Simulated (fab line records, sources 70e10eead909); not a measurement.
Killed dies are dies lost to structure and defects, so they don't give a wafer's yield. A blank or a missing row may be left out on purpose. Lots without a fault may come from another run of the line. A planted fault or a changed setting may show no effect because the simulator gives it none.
Chamber matching | flow nand_harc | NHARC_A_STAIRCASE_CMP_450 on cmp-01: 4 sister chambers
The step polishes SiO2, target thk 200 nm. 8 wafers are shown with their chamber, then 10 later ones without.

WAFERS WITH THEIR CHAMBER
wafer  | chamber | motor_current_A (A)
L080.4 | 1       | 13.3
L080.6 | 1       | 14.4
L083.2 | 0       | 13.9
L083.3 | 3       | 12.0
L084.3 | 3       | 13.0
L084.5 | 2       | 13.1
L086.3 | 0       | 13.0
L086.4 | 2       | 12.6

WAFERS WITHOUT THEIR CHAMBER
wafer  | motor_current_A (A)
L086.5 | 13.6
L092.1 | 12.7
L092.3 | 13.8
L092.6 | 13.5
L094.4 | 13.6
L094.5 | 13.3
L094.6 | 13.8
L097.2 | 12.4
L097.3 | 12.9
L097.5 | 13.7

WHICH CHAMBER EACH WENT THROUGH
wafer  | from the rows above               | in truth
L086.5 | can't be placed: 0 or 1 or 2 or 3 | 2
L092.1 | can't be placed: 2 or 3 or 0 or 1 | 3
L092.3 | can't be placed: 1 or 0 or 2 or 3 | 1
L092.6 | can't be placed: 0 or 1 or 2 or 3 | 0
L094.4 | can't be placed: 0 or 1 or 2 or 3 | 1
L094.5 | can't be placed: 0 or 2 or 1 or 3 | 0
L094.6 | can't be placed: 1 or 0 or 2 or 3 | 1
L097.2 | can't be placed: 3 or 2 or 0      | 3
L097.3 | can't be placed: 2 or 3 or 0 or 1 | 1
L097.5 | can't be placed: 1 or 0 or 2 or 3 | 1
Placed correctly: 0 of 10. Can't be placed from these rows: 10 (the true chamber is among the candidates in 10). Placed wrongly: 0.
How it was worked out, from the rows above alone: a wafer's distance from a chamber is the root of the sum, over the readings, of the square of ((its reading less the chamber's mean) divided by the reading's scatter). The wafer belongs to the nearest chamber; if the next one is less than 2 further off, it can't be placed. A chamber's mean is the mean of its shown wafers. The scatter: the root of (the sum of the squares of (reading less its chamber's mean) over the shown wafers, divided by (wafers less chambers)).
